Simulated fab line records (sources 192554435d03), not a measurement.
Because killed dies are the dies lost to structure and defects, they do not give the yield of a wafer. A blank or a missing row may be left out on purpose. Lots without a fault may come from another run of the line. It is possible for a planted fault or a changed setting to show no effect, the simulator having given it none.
Matching of chambers :: flow n5_finfet :: N5_BEOL_M3_CO_CAP_55 on cvd_co-02 has 3 sister chambers
The step material Co, precursor CCTBA/H2, target thk 2 nm, time 102.1 s. 3 wafers are shown with their chamber, then 9 later ones without.

EACH WAFER AND ITS CHAMBER
wafer: L090.1
chamber: 2
heater_power_w (W): 247

wafer: L090.3
chamber: 1
heater_power_w (W): 215

wafer: L090.6
chamber: 0
heater_power_w (W): 236

WAFERS MISSING THEIR CHAMBER
wafer: L092.4
heater_power_w (W): 215

wafer: L092.5
heater_power_w (W): 253

wafer: L092.6
heater_power_w (W): 240

wafer: L093.1
heater_power_w (W): 255

wafer: L093.2
heater_power_w (W): 211

wafer: L093.4
heater_power_w (W): 251

wafer: L094.2
heater_power_w (W): 257

wafer: L094.5
heater_power_w (W): 257

wafer: L094.6
heater_power_w (W): 214

WHICH CHAMBER EACH WENT THROUGH
wafer: L092.4
from the rows above: 1
in truth: 1

wafer: L092.5
from the rows above: can't be placed: 2 or 0
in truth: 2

wafer: L092.6
from the rows above: can't be placed: 0 or 2
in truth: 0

wafer: L093.1
from the rows above: can't be placed: 2 or 0
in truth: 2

wafer: L093.2
from the rows above: 1
in truth: 1

wafer: L093.4
from the rows above: can't be placed: 2 or 0
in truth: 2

wafer: L094.2
from the rows above: can't be placed: 2 or 0
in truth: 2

wafer: L094.5
from the rows above: can't be placed: 2 or 0
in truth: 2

wafer: L094.6
from the rows above: 1
in truth: 1
3 of 9 placed correctly. Unplaceable from these rows: 6, with the true chamber sitting among the candidates in 6. Wrongly placed: 0.
How it was worked out, from the rows above alone: a wafer's distance from a chamber is the root of the sum, over the readings, of the square of ((its reading less the chamber's mean) divided by the reading's scatter). The wafer belongs to the nearest chamber; if the next one is less than 2 further off, it can't be placed. For every chamber, the mean is computed from those of its wafers that are shown. The scatter: with one shown wafer a chamber, the root of the mean of the squares of how far each hidden wafer lies from its nearest shown one.
